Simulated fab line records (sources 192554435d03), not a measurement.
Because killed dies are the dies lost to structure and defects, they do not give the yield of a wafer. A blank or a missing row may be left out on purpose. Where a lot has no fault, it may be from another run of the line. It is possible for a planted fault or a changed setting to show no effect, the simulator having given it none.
fab line records / flow n5_finfet / part 2 of 2: steps 29 to 36 of 36
[record] lots = 7 wafers = 21 last_day = 15
route steps=1938 shown BEOL_M4@1104 BEOL_M5@1112
lots with no fault: from the same line, run without faults
start_h: the number of hours between the record's first day and the start of the first shown wafer of the lot / wait_h: how many hours have passed since the lot's step before this one / " identical to the entry in the row above / L1.1+2: one row covering several wafers at once / - no value, or no start was given / * or withheld: withheld / < > ~ a bound
route shown NAME@n: names a module that has steps shown in the file, with the first one's number in the route / usual: mean/standard deviation taken from wafers without a fault / same: alike in all rows / chamber/n: place in a boat / sites: per-site readings / _std_site: the standard deviation of these / _edge_site: inner sites' mean taken away from outer sites' mean / radius_mm: for every site, how far away it sits from the centre of the wafer / mask NAME#n: copy n / behind: the last tool/chamber to shape the wafer / hold: the reason the lot was held/the length of the hold in hours/how it ended / device: names the non-switching transistor (n, p or np) / end of line: tests of these same wafers at the route's end / for a step that has no rows: nothing shown but its recipe / killed: not the wafer's yield, but the dies lost to structure and defects at the first sort / map: a wafer's dies, x killed, . not, _ none there
set.NAME: the setting that was run; set.NAME@STEP: the one run at that earlier step / model.NAME: the simulator's own value behind a step, which no gauge read
lots seen at some steps along the route; tables by step, rows by wafer
services: the hour from which a tool's chamber was out of use, counted from the record's first day as start_h (under 0 if before that day), plus the number of hours and why
[[steps]]
[step N5_BEOL_M5_ETCH_62]
[recipe] chemistry = N2/H2 target = SOC target_depth_a = 750 overetch_a = 150 mask_material = SiARC temp_c = 40 time_s = 112.5 ion_energy_ev = 200 pressure_mtorr = 30 source_w = 840 bias_w = 150 n2_flow_sccm = 200 h2_flow_sccm = 200
[usual] drypump_motor_current_A = 5.8/0.6 oes_product_au = 0.63/0.074 rf_vpp_V = 524.2/2.7 showerhead_plenum_p_Torr = 2.55/0.097 throttle_valve_pct = 17.77/0.21
lot.wafer=L528.2 tool=rie_diel-03 chamber=2 start_h=176.48 wait_h=0.0 drypump_motor_current_A=5.5 oes_product_au=0.58 rf_hours_counter_h=183 rf_vpp_V=525.4 showerhead_plenum_p_Torr=2.53 throttle_valve_pct=18.05
lot.wafer=L528.4 tool=rie_diel-03 chamber=3 start_h=176.48 wait_h=0.0 drypump_motor_current_A=6.4 oes_product_au=0.73 rf_hours_counter_h=- rf_vpp_V=528.8 showerhead_plenum_p_Torr=2.71 throttle_valve_pct=17.41
lot.wafer=L528.5 tool=rie_diel-03 chamber=0 start_h=176.48 wait_h=0.0 drypump_motor_current_A=5.1 oes_product_au=0.58 rf_hours_counter_h=- rf_vpp_V=520.6 showerhead_plenum_p_Torr=2.43 throttle_valve_pct=17.65
lot.wafer=L534.3 tool=rie_diel-03 chamber=3 start_h=220.87 wait_h=0.0 drypump_motor_current_A=6.5 oes_product_au=0.70 rf_hours_counter_h=24 rf_vpp_V=527.7 showerhead_plenum_p_Torr=2.70 throttle_valve_pct=17.47
lot.wafer=L534.4 tool=rie_diel-03 chamber=1 start_h=220.87 wait_h=0.0 drypump_motor_current_A=6.1 oes_product_au=0.57 rf_hours_counter_h=154 rf_vpp_V=527.7 showerhead_plenum_p_Torr=2.65 throttle_valve_pct=17.87
lot.wafer=L534.6 tool=rie_diel-03 chamber=1 start_h=220.87 wait_h=0.0 drypump_motor_current_A=6.1 oes_product_au=0.57 rf_hours_counter_h=- rf_vpp_V=526.8 showerhead_plenum_p_Torr=2.65 throttle_valve_pct=17.87
lot.wafer=L538.1 tool=rie_diel-01 chamber=2 start_h=252.17 wait_h=0.0 drypump_motor_current_A=6.6 oes_product_au=0.72 rf_hours_counter_h=13 rf_vpp_V=524.4 showerhead_plenum_p_Torr=2.49 throttle_valve_pct=17.81
lot.wafer=L538.3 tool=rie_diel-01 chamber=3 start_h=252.17 wait_h=0.0 drypump_motor_current_A=6.2 oes_product_au=0.59 rf_hours_counter_h=130 rf_vpp_V=521.1 showerhead_plenum_p_Torr=2.45 throttle_valve_pct=17.68
lot.wafer=L538.5 tool=rie_diel-01 chamber=1 start_h=252.17 wait_h=0.0 drypump_motor_current_A=4.7 oes_product_au=0.72 rf_hours_counter_h=- rf_vpp_V=524.5 showerhead_plenum_p_Torr=2.60 throttle_valve_pct=17.77
lot.wafer=L540.3 tool=rie_diel-04 chamber=0 start_h=252.89 wait_h=0.0 drypump_motor_current_A=5.4 oes_product_au=0.59 rf_hours_counter_h=182 rf_vpp_V=526.4 showerhead_plenum_p_Torr=2.64 throttle_valve_pct=18.08
lot.wafer=L540.4 tool=rie_diel-04 chamber=1 start_h=252.89 wait_h=0.0 drypump_motor_current_A=5.4 oes_product_au=0.70 rf_hours_counter_h=- rf_vpp_V=525.8 showerhead_plenum_p_Torr=2.58 throttle_valve_pct=17.62
lot.wafer=L540.5 tool=rie_diel-04 chamber=0 start_h=252.89 wait_h=0.0 drypump_motor_current_A=5.4 oes_product_au=0.59 rf_hours_counter_h=- rf_vpp_V=526.2 showerhead_plenum_p_Torr=2.64 throttle_valve_pct=18.07
lot.wafer=L544.1 tool=rie_diel-01 chamber=0 start_h=280.58 wait_h=1.1 drypump_motor_current_A=5.9 oes_product_au=0.69 rf_hours_counter_h=54 rf_vpp_V=529.1 showerhead_plenum_p_Torr=2.69 throttle_valve_pct=17.53
lot.wafer=L544.3 tool=rie_diel-01 chamber=1 start_h=280.58 wait_h=1.1 drypump_motor_current_A=4.7 oes_product_au=0.70 rf_hours_counter_h=28 rf_vpp_V=524.3 showerhead_plenum_p_Torr=2.60 throttle_valve_pct=17.77
lot.wafer=L544.5 tool=rie_diel-01 chamber=1 start_h=280.58 wait_h=1.1 drypump_motor_current_A=4.7 oes_product_au=0.70 rf_hours_counter_h=- rf_vpp_V=525.1 showerhead_plenum_p_Torr=2.60 throttle_valve_pct=17.77
lot.wafer=L545.1 tool=rie_diel-04 chamber=2 start_h=282.11 wait_h=0.0 drypump_motor_current_A=6.1 oes_product_au=0.77 rf_hours_counter_h=5 rf_vpp_V=523.2 showerhead_plenum_p_Torr=2.50 throttle_valve_pct=17.63
lot.wafer=L545.4 tool=rie_diel-04 chamber=0 start_h=282.11 wait_h=0.0 drypump_motor_current_A=5.3 oes_product_au=0.59 rf_hours_counter_h=192 rf_vpp_V=526.6 showerhead_plenum_p_Torr=2.64 throttle_valve_pct=18.09
lot.wafer=L545.6 tool=rie_diel-04 chamber=0 start_h=282.11 wait_h=0.0 drypump_motor_current_A=5.4 oes_product_au=0.59 rf_hours_counter_h=- rf_vpp_V=526.0 showerhead_plenum_p_Torr=2.63 throttle_valve_pct=18.09
lot.wafer=L547.2 tool=rie_diel-04 chamber=1 start_h=289.69 wait_h=0.0 drypump_motor_current_A=5.4 oes_product_au=0.68 rf_hours_counter_h=40 rf_vpp_V=525.3 showerhead_plenum_p_Torr=2.58 throttle_valve_pct=17.65
lot.wafer=L547.5 tool=rie_diel-04 chamber=2 start_h=289.69 wait_h=0.0 drypump_motor_current_A=6.1 oes_product_au=0.76 rf_hours_counter_h=- rf_vpp_V=522.9 showerhead_plenum_p_Torr=2.50 throttle_valve_pct=17.65
lot.wafer=L547.6 tool=rie_diel-04 chamber=3 start_h=289.69 wait_h=0.0 drypump_motor_current_A=6.7 oes_product_au=0.53 rf_hours_counter_h=- rf_vpp_V=520.9 showerhead_plenum_p_Torr=2.40 throttle_valve_pct=17.64
[step N5_BEOL_M5_STRIP_63]
[recipe] chemistry = N2/H2 temp_c = 40 n2_flow_sccm = 200 h2_flow_sccm = 200 rf_frequency_hz = 6e+07
[step N5_BEOL_M5_STRIP_73]
[recipe] chemistry = N2/H2 temp_c = 40 n2_flow_sccm = 200 h2_flow_sccm = 200 rf_frequency_hz = 6e+07
[step N5_BEOL_M5_STRIP_64]
[recipe] chemistry = CF4 resist = SiARC power_w = 300 bias_power_w = 75 pressure_mtorr = 50 cf4_flow_sccm = 150 rf_frequency_hz = 6e+07
[step N5_BEOL_M5_HM_OPEN_17]
[recipe] chemistry = Cl2/BCl3 target_depth_a = 200 overetch_a = 60 target = TiN mask_material = SOC ion_energy_ev = 150 pressure_mtorr = 10 icp_w = 1000 bias_w = 126 Cl2_flow_sccm = 53.25 bcl3_flow_sccm = 21.75 Ar_flow_sccm = 25
[usual] drypump_motor_current_A = 5.77/0.29 oes_product_au = 0.66/0.09 throttle_valve_pct = 22.13/0.17
lot.wafer=L528.2 tool=rie_metal-01 chamber=1 start_h=176.65 wait_h=0.0 drypump_motor_current_A=6.34 oes_product_au=0.64 rf_hours_counter_h=46 throttle_valve_pct=22.04 model.etch.depth_nm=19.62
lot.wafer=L528.4 tool=rie_metal-01 chamber=1 start_h=176.65 wait_h=0.0 drypump_motor_current_A=6.35 oes_product_au=0.64 rf_hours_counter_h=- throttle_valve_pct=22.04 model.etch.depth_nm=19.66
lot.wafer=L528.5 tool=rie_metal-01 chamber=0 start_h=176.65 wait_h=0.0 drypump_motor_current_A=5.71 oes_product_au=0.83 rf_hours_counter_h=- throttle_valve_pct=22.01 model.etch.depth_nm=19.8
lot.wafer=L534.3 tool=rie_metal-03 chamber=0 start_h=221.08 wait_h=0.1 drypump_motor_current_A=5.95 oes_product_au=0.59 rf_hours_counter_h=- throttle_valve_pct=21.93 model.etch.depth_nm=20.2
lot.wafer=L534.4 tool=rie_metal-03 chamber=1 start_h=221.08 wait_h=0.1 drypump_motor_current_A=5.84 oes_product_au=0.54 rf_hours_counter_h=- throttle_valve_pct=22.47 model.etch.depth_nm=20.24
lot.wafer=L534.6 tool=rie_metal-03 chamber=1 start_h=221.08 wait_h=0.1 drypump_motor_current_A=5.83 oes_product_au=0.54 rf_hours_counter_h=- throttle_valve_pct=22.49 model.etch.depth_nm=20.17
lot.wafer=L538.1 tool=rie_metal-02 chamber=0 start_h=252.33 wait_h=0.0 drypump_motor_current_A=5.40 oes_product_au=0.73 rf_hours_counter_h=21 throttle_valve_pct=22.29 model.etch.depth_nm=19.85
lot.wafer=L538.3 tool=rie_metal-02 chamber=0 start_h=252.33 wait_h=0.0 drypump_motor_current_A=5.38 oes_product_au=0.73 rf_hours_counter_h=- throttle_valve_pct=22.30 model.etch.depth_nm=19.72
lot.wafer=L538.5 tool=rie_metal-02 chamber=0 start_h=252.33 wait_h=0.0 drypump_motor_current_A=5.39 oes_product_au=0.73 rf_hours_counter_h=- throttle_valve_pct=22.28 model.etch.depth_nm=19.83
lot.wafer=L540.3 tool=rie_metal-03 chamber=0 start_h=253.09 wait_h=0.1 drypump_motor_current_A=6.00 oes_product_au=0.59 rf_hours_counter_h=- throttle_valve_pct=21.93 model.etch.depth_nm=20.1
lot.wafer=L540.4 tool=rie_metal-03 chamber=1 start_h=253.09 wait_h=0.1 drypump_motor_current_A=5.83 oes_product_au=0.84 rf_hours_counter_h=- throttle_valve_pct=22.24 model.etch.depth_nm=20.15
lot.wafer=L540.5 tool=rie_metal-03 chamber=0 start_h=253.09 wait_h=0.1 drypump_motor_current_A=5.99 oes_product_au=0.59 rf_hours_counter_h=- throttle_valve_pct=21.93 model.etch.depth_nm=20.23
lot.wafer=L544.1 tool=rie_metal-03 chamber=0 start_h=280.74 wait_h=0.0 drypump_motor_current_A=5.99 oes_product_au=0.26 rf_hours_counter_h=87 throttle_valve_pct=22.58 model.etch.depth_nm=0
lot.wafer=L544.3 tool=rie_metal-03 chamber=1 start_h=280.74 wait_h=0.0 drypump_motor_current_A=5.78 oes_product_au=0.35 rf_hours_counter_h=- throttle_valve_pct=22.88 model.etch.depth_nm=0
lot.wafer=L544.5 tool=rie_metal-03 chamber=0 start_h=280.74 wait_h=0.0 drypump_motor_current_A=5.99 oes_product_au=0.25 rf_hours_counter_h=- throttle_valve_pct=22.60 model.etch.depth_nm=0
lot.wafer=L545.1 tool=rie_metal-03 chamber=1 start_h=282.28 wait_h=0.0 drypump_motor_current_A=5.80 oes_product_au=0.35 rf_hours_counter_h=3 throttle_valve_pct=22.91 model.etch.depth_nm=0
lot.wafer=L545.4 tool=rie_metal-03 chamber=1 start_h=282.28 wait_h=0.0 drypump_motor_current_A=5.78 oes_product_au=0.34 rf_hours_counter_h=- throttle_valve_pct=22.91 model.etch.depth_nm=0
lot.wafer=L545.6 tool=rie_metal-03 chamber=1 start_h=282.28 wait_h=0.0 drypump_motor_current_A=5.80 oes_product_au=0.35 rf_hours_counter_h=- throttle_valve_pct=22.91 model.etch.depth_nm=0
lot.wafer=L547.2 tool=rie_metal-02 chamber=0 start_h=289.86 wait_h=0.0 drypump_motor_current_A=5.37 oes_product_au=0.32 rf_hours_counter_h=24 throttle_valve_pct=22.94 model.etch.depth_nm=0
lot.wafer=L547.5 tool=rie_metal-02 chamber=1 start_h=289.86 wait_h=0.0 drypump_motor_current_A=5.47 oes_product_au=0.27 rf_hours_counter_h=- throttle_valve_pct=22.78 model.etch.depth_nm=0
lot.wafer=L547.6 tool=rie_metal-02 chamber=0 start_h=289.86 wait_h=0.0 drypump_motor_current_A=5.38 oes_product_au=0.31 rf_hours_counter_h=- throttle_valve_pct=22.94 model.etch.depth_nm=0
[step N5_BEOL_M5_STRIP_19]
[recipe] chemistry = O2 power_w = 400 temp_c = 40 pressure_mtorr = 30 rf_frequency_hz = 6e+07 bias_power_w = 0 overash_fraction = 0.2 o2_flow_sccm = 225
[usual] drypump_motor_current_A = 5.8/0.58 o2_flow_sccm = 225.0/0.72 oes_product_au = 0.80/0.098 rf_vpp_V = 3.6/0.43 showerhead_plenum_p_Torr = 2.11/0.079 throttle_valve_pct = 16.64/0.17
lot.wafer=L528.2 tool=rie_diel-04 chamber=1 start_h=176.76 wait_h=0.1 drypump_motor_current_A=5.4 o2_flow_sccm=225.1 oes_product_au=0.96 rf_hours_counter_h=6 rf_vpp_V=3.0 showerhead_plenum_p_Torr=2.14 throttle_valve_pct=16.44
lot.wafer=L528.4 tool=rie_diel-04 chamber=0 start_h=176.76 wait_h=0.1 drypump_motor_current_A=5.4 o2_flow_sccm=224.4 oes_product_au=0.77 rf_hours_counter_h=155 rf_vpp_V=3.7 showerhead_plenum_p_Torr=2.18 throttle_valve_pct=16.78
lot.wafer=L528.5 tool=rie_diel-04 chamber=1 start_h=176.76 wait_h=0.1 drypump_motor_current_A=5.4 o2_flow_sccm=225.0 oes_product_au=0.96 rf_hours_counter_h=- rf_vpp_V=2.9 showerhead_plenum_p_Torr=2.14 throttle_valve_pct=16.46
lot.wafer=L534.3 tool=rie_diel-03 chamber=2 start_h=221.24 wait_h=0.1 drypump_motor_current_A=5.5 o2_flow_sccm=225.3 oes_product_au=0.73 rf_hours_counter_h=199 rf_vpp_V=3.1 showerhead_plenum_p_Torr=2.07 throttle_valve_pct=16.79
lot.wafer=L534.4 tool=rie_diel-03 chamber=1 start_h=221.24 wait_h=0.1 drypump_motor_current_A=6.1 o2_flow_sccm=224.2 oes_product_au=0.73 rf_hours_counter_h=154 rf_vpp_V=4.1 showerhead_plenum_p_Torr=2.19 throttle_valve_pct=16.83
lot.wafer=L534.6 tool=rie_diel-03 chamber=3 start_h=221.24 wait_h=0.1 drypump_motor_current_A=6.4 o2_flow_sccm=224.8 oes_product_au=0.90 rf_hours_counter_h=- rf_vpp_V=3.5 showerhead_plenum_p_Torr=2.24 throttle_valve_pct=16.35
lot.wafer=L538.1 tool=rie_diel-01 chamber=2 start_h=252.44 wait_h=0.1 drypump_motor_current_A=6.6 o2_flow_sccm=224.8 oes_product_au=0.93 rf_hours_counter_h=13 rf_vpp_V=3.5 showerhead_plenum_p_Torr=2.06 throttle_valve_pct=16.65
lot.wafer=L538.3 tool=rie_diel-01 chamber=1 start_h=252.44 wait_h=0.1 drypump_motor_current_A=4.7 o2_flow_sccm=225.3 oes_product_au=0.92 rf_hours_counter_h=20 rf_vpp_V=4.3 showerhead_plenum_p_Torr=2.13 throttle_valve_pct=16.55
lot.wafer=L538.5 tool=rie_diel-01 chamber=3 start_h=252.44 wait_h=0.1 drypump_motor_current_A=6.2 o2_flow_sccm=225.1 oes_product_au=0.76 rf_hours_counter_h=- rf_vpp_V=3.3 showerhead_plenum_p_Torr=2.01 throttle_valve_pct=16.52
lot.wafer=L540.3 tool=rie_diel-04 chamber=1 start_h=253.17 wait_h=0.1 drypump_motor_current_A=5.4 o2_flow_sccm=224.9 oes_product_au=0.90 rf_hours_counter_h=29 rf_vpp_V=4.0 showerhead_plenum_p_Torr=2.13 throttle_valve_pct=16.50
lot.wafer=L540.4 tool=rie_diel-04 chamber=1 start_h=253.17 wait_h=0.1 drypump_motor_current_A=5.4 o2_flow_sccm=223.7 oes_product_au=0.91 rf_hours_counter_h=- rf_vpp_V=3.9 showerhead_plenum_p_Torr=2.13 throttle_valve_pct=16.53
lot.wafer=L540.5 tool=rie_diel-04 chamber=0 start_h=253.17 wait_h=0.1 drypump_motor_current_A=5.4 o2_flow_sccm=226.3 oes_product_au=0.74 rf_hours_counter_h=- rf_vpp_V=3.8 showerhead_plenum_p_Torr=2.17 throttle_valve_pct=16.86
lot.wafer=L544.1 tool=rie_diel-03 chamber=0 start_h=280.97 wait_h=0.2 drypump_motor_current_A=5.1 o2_flow_sccm=225.6 oes_product_au=0.72 rf_hours_counter_h=199 rf_vpp_V=3.9 showerhead_plenum_p_Torr=2.00 throttle_valve_pct=16.63
lot.wafer=L544.3 tool=rie_diel-03 chamber=3 start_h=280.97 wait_h=0.2 drypump_motor_current_A=6.4 o2_flow_sccm=223.6 oes_product_au=0.86 rf_hours_counter_h=44 rf_vpp_V=3.6 showerhead_plenum_p_Torr=2.23 throttle_valve_pct=16.40
lot.wafer=L544.5 tool=rie_diel-03 chamber=1 start_h=280.97 wait_h=0.2 drypump_motor_current_A=6.1 o2_flow_sccm=225.2 oes_product_au=0.71 rf_hours_counter_h=- rf_vpp_V=3.9 showerhead_plenum_p_Torr=2.19 throttle_valve_pct=16.88
lot.wafer=L545.1 tool=rie_diel-04 chamber=3 start_h=282.39 wait_h=0.1 drypump_motor_current_A=6.7 o2_flow_sccm=223.8 oes_product_au=0.65 rf_hours_counter_h=246 rf_vpp_V=4.0 showerhead_plenum_p_Torr=1.98 throttle_valve_pct=16.62
lot.wafer=L545.4 tool=rie_diel-04 chamber=0 start_h=282.39 wait_h=0.1 drypump_motor_current_A=5.4 o2_flow_sccm=224.4 oes_product_au=0.74 rf_hours_counter_h=192 rf_vpp_V=3.3 showerhead_plenum_p_Torr=2.16 throttle_valve_pct=16.86
lot.wafer=L545.6 tool=rie_diel-04 chamber=0 start_h=282.39 wait_h=0.1 drypump_motor_current_A=5.4 o2_flow_sccm=225.3 oes_product_au=0.74 rf_hours_counter_h=- rf_vpp_V=3.1 showerhead_plenum_p_Torr=2.16 throttle_valve_pct=16.86
lot.wafer=L547.2 tool=rie_diel-03 chamber=1 start_h=289.97 wait_h=0.1 drypump_motor_current_A=6.1 o2_flow_sccm=226.2 oes_product_au=0.71 rf_hours_counter_h=178 rf_vpp_V=4.0 showerhead_plenum_p_Torr=2.19 throttle_valve_pct=16.88
lot.wafer=L547.5 tool=rie_diel-03 chamber=3 start_h=289.97 wait_h=0.1 drypump_motor_current_A=6.4 o2_flow_sccm=225.9 oes_product_au=0.85 rf_hours_counter_h=- rf_vpp_V=3.7 showerhead_plenum_p_Torr=2.23 throttle_valve_pct=16.38
lot.wafer=L547.6 tool=rie_diel-03 chamber=0 start_h=289.97 wait_h=0.1 drypump_motor_current_A=5.2 o2_flow_sccm=224.5 oes_product_au=0.71 rf_hours_counter_h=- rf_vpp_V=3.2 showerhead_plenum_p_Torr=2.00 throttle_valve_pct=16.63
[step N5_BEOL_M5_CD_MEAS_18]
[recipe] pitch_nm = 56 target_cd_nm = 28
[usual] cd_nm = 27.99/0.28
lot.wafer=L528.2 tool=cd_sem-03 chamber=- start_h=176.83 wait_h=0.1 cd_nm=27.83
lot.wafer=L528.4 tool=cd_sem-03 chamber=- start_h=176.83 wait_h=0.1 cd_nm=28.09
lot.wafer=L528.5 tool=cd_sem-03 chamber=- start_h=176.83 wait_h=0.1 cd_nm=28.46
lot.wafer=L534.3 tool=cd_sem-03 chamber=- start_h=221.31 wait_h=0.1 cd_nm=28.32
lot.wafer=L534.4 tool=cd_sem-03 chamber=- start_h=221.31 wait_h=0.1 cd_nm=28.01
lot.wafer=L534.6 tool=cd_sem-03 chamber=- start_h=221.31 wait_h=0.1 cd_nm=28.11
lot.wafer=L538.1 tool=cd_sem-01 chamber=- start_h=252.51 wait_h=0.0 cd_nm=27.91
lot.wafer=L538.3 tool=cd_sem-01 chamber=- start_h=252.51 wait_h=0.0 cd_nm=28.03
lot.wafer=L538.5 tool=cd_sem-01 chamber=- start_h=252.51 wait_h=0.0 cd_nm=27.94
lot.wafer=L540.3 tool=cd_sem-03 chamber=- start_h=253.24 wait_h=0.1 cd_nm=27.82
lot.wafer=L540.4 tool=cd_sem-03 chamber=- start_h=253.24 wait_h=0.1 cd_nm=27.75
lot.wafer=L540.5 tool=cd_sem-03 chamber=- start_h=253.24 wait_h=0.1 cd_nm=27.93
lot.wafer=L544.1 tool=cd_sem-01 chamber=- start_h=281.05 wait_h=0.1 cd_nm=-
lot.wafer=L544.3 tool=cd_sem-01 chamber=- start_h=281.05 wait_h=0.1 cd_nm=-
lot.wafer=L544.5 tool=cd_sem-01 chamber=- start_h=281.05 wait_h=0.1 cd_nm=-
lot.wafer=L545.1 tool=cd_sem-03 chamber=- start_h=282.46 wait_h=0.0 cd_nm=-
lot.wafer=L545.4 tool=cd_sem-03 chamber=- start_h=282.46 wait_h=0.0 cd_nm=-
lot.wafer=L545.6 tool=cd_sem-03 chamber=- start_h=282.46 wait_h=0.0 cd_nm=-
lot.wafer=L547.2 tool=cd_sem-01 chamber=- start_h=290.04 wait_h=0.1 cd_nm=-
lot.wafer=L547.5 tool=cd_sem-01 chamber=- start_h=290.04 wait_h=0.1 cd_nm=-
lot.wafer=L547.6 tool=cd_sem-01 chamber=- start_h=290.04 wait_h=0.1 cd_nm=-
[step N5_BEOL_M5_COAT_65]
[recipe] resist = SOC temp_c = 250 time_s = 60 spin_rpm = 1500 resist_thk_nm = 60
[[services]]
tool=rie_diel-04 chamber=1 start_h=149.68 hours=- kind=clean
tool=rie_diel-04 chamber=1 start_h=149.68 hours=- kind=consumable_replace:focus_ring
tool=rie_diel-04 chamber=1 start_h=149.68 hours=11.9 kind=scheduled_down
tool=rie_diel-04 chamber=1 start_h=149.68 hours=11.9 kind=vent_cycle
tool=rie_diel-04 chamber=0 start_h=161.53 hours=6.6 kind=repair
tool=rie_diel-03 chamber=1 start_h=175.27 hours=12.3 kind=repair
tool=rie_diel-01 chamber=2 start_h=178.99 hours=- kind=clean
tool=rie_diel-01 chamber=2 start_h=178.99 hours=- kind=consumable_replace:focus_ring
tool=rie_diel-01 chamber=2 start_h=178.99 hours=18.5 kind=scheduled_down
tool=rie_diel-01 chamber=2 start_h=178.99 hours=18.5 kind=vent_cycle
tool=rie_diel-04 chamber=3 start_h=193.45 hours=8.9 kind=repair
tool=rie_diel-04 chamber=- start_h=211.67 hours=2.8 kind=pm
tool=rie_diel-01 chamber=- start_h=217.33 hours=9.7 kind=repair
tool=rie_diel-04 chamber=- start_h=217.33 hours=2.1 kind=repair
tool=cvd_co-01 chamber=- start_h=228.17 hours=6.0 kind=pm
tool=rie_diel-01 chamber=- start_h=229.97 hours=2.8 kind=pm
tool=rie_metal-03 chamber=1 start_h=230.89 hours=- kind=clean
tool=rie_metal-03 chamber=1 start_h=230.89 hours=21.3 kind=scheduled_down
tool=rie_diel-04 chamber=1 start_h=239.23 hours=6.4 kind=repair
tool=rie_diel-04 chamber=2 start_h=247.20 hours=- kind=clean
tool=rie_diel-04 chamber=2 start_h=247.20 hours=- kind=consumable_replace:focus_ring
tool=rie_diel-04 chamber=2 start_h=247.20 hours=17.3 kind=scheduled_down
tool=rie_diel-04 chamber=2 start_h=247.20 hours=17.3 kind=vent_cycle
tool=rie_diel-01 chamber=3 start_h=284.47 hours=7.4 kind=repair
[[key]]
[first_sign] step = N5_BEOL_M5_HM_DEP_02 reading = tool_record direction = missing
[effect] step = N5_BEOL_M5_HM_OPEN_17 reading = oes_product_au direction = down sigmas = 3.9 usual = 0.66 struck = 0.31
[effect] step = N5_BEOL_M5_CD_MEAS_18 reading = cd_nm direction = missing
[model_effect] step = N5_BEOL_M5_HM_OPEN_17 value = etch.depth_nm without = 19.92 struck = 0
met_at N5_BEOL_M5_HM_DEP_02
struck_wafers L544.1,L544.3,L544.5,L545.1,L545.4,L545.6,L547.2,L547.5,L547.6
later_rows_left_out L544.1,L544.3,L544.5,L545.1,L545.4,L545.6,L547.2,L547.5,L547.6
sort_left_out L544.1,L544.3,L544.5,L545.1,L545.4,L545.6,L547.2,L547.5,L547.6
onset_between 252.29 278.78
[fault] kind = skipped_step_whole tool = pvd_sputter-01,pvd_sputter-03 chamber = - onset_h = 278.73 steps = N5_BEOL_M5_HM_DEP_02 scope = struck_lots_only
// sort_left_out: the simulated sort isn't trusted on such a fault, so these wafers' sort isn't shown, and their yield isn't known
// later_rows_left_out: the simulator's readings of these wafers behind a module that went badly wrong aren't trusted and aren't shown, but for the sort
